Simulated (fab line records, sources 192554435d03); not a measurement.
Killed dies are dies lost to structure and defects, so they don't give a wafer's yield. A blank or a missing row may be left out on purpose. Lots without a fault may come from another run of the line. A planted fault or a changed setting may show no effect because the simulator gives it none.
Chamber matching | flow n5_finfet | N5_BEOL_M13_TRENCH_ETCH_34 on rie_diel-05: 4 sister chambers
The step etches SiOC in C4F8/O2/Ar, target depth 413.47 nm, time 162.6 s. 4 wafers are shown with their chamber, then 8 later ones without.

WAFERS WITH THEIR CHAMBER
wafer  | chamber | drypump_motor_current_A (A)
L085.1 | 2       | 5.3
L085.2 | 1       | 6.1
L085.3 | 0       | 5.9
L088.1 | 3       | 6.2

WAFERS WITHOUT THEIR CHAMBER
wafer  | drypump_motor_current_A (A)
L088.4 | 6.1
L088.5 | 6.2
L095.1 | 6.2
L095.3 | 6.0
L095.6 | 6.2
L097.1 | 5.9
L097.4 | 6.2
L097.6 | 6.2

WHICH CHAMBER EACH WENT THROUGH
wafer  | from the rows above     | in truth
L088.4 | 1                       | 1
L088.5 | 3                       | 3
L095.1 | 3                       | 3
L095.3 | can't be placed: 0 or 1 | 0
L095.6 | 3                       | 3
L097.1 | 0                       | 0
L097.4 | 3                       | 3
L097.6 | 3                       | 3
Placed correctly: 7 of 8. Can't be placed from these rows: 1 (the true chamber is among the candidates in 1). Placed wrongly: 0.
How it was worked out, from the rows above alone: a wafer's distance from a chamber is the root of the sum, over the readings, of the square of ((its reading less the chamber's mean) divided by the reading's scatter). The wafer belongs to the nearest chamber; if the next one is less than 2 further off, it can't be placed. A chamber's mean is the mean of its shown wafers. The scatter: with one shown wafer a chamber, the root of the mean of the squares of how far each hidden wafer lies from its nearest shown one.
